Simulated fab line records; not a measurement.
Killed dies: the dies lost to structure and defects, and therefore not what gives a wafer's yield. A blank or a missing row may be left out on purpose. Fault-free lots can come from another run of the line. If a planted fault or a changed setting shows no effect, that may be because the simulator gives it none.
The tool behind it: which one?    flow n5Finfet    12 lots, 36 wafers sampled, at 1 step of a route of 1938

== WHAT EACH GAUGE READ, for each wafer ==
N5_BEOL_M6_THK_MEAS_53: measures by xrf.
lot   measured      on            M6_THK (nm)
L074  day 9 02:04   filmMetro-01  77.8 81.8 78.1
L077  day 9 22:56   filmMetro-01  79.6 75.5 81.1
L078  day 10 02:29  filmMetro-01  80.8 77.4 79.1
L082  day 10 20:35  filmMetro-01  81.7 75.8 76.8
L084  day 11 01:48  filmMetro-01  77.4 74.5 79.5
L085  day 11 17:20  filmMetro-02  75.8 77.0 78.4
L088  day 12 12:56  filmMetro-02  78.0 74.7 80.7
L089  day 12 20:29  filmMetro-02  76.8 79.4 77.6
L091  day 13 14:11  filmMetro-01  73.9 77.1 78.6
L093  day 14 01:26  filmMetro-02  71.6 79.2 80.7
L095  day 14 14:54  filmMetro-02  78.2 78.9 81.7
L096  day 14 21:20  filmMetro-02  76.7 79.1 83.0

== EACH LOT AND THE TOOL THAT RAN IT (in order: tool; ch and the chambers of the sampled wafers; start) ==
No process step before these readings appears in the record.

== THE ANSWER, worked out from the rows above alone ==
Rule: usual is defined by the lots themselves. The widest of any qualifying gaps counts: lots, ordered by their means at a reading, are off when they make up no more than a third of the lots, leave a main group of 4 or more, and stand apart from it by 3 or more times the standard deviation of that group's means. A main group whose means are all the same, to the digits that the tables above print for the reading, isn't used. A lot without any number at a reading at which 4 lots or more have one is off too. Where the step has rows for the other lots, those lots are counted as sound.
No lot is off on any of the readings shown, so nothing can be concluded from this.

== WHAT THE SIMULATOR HAD PUT IN ==
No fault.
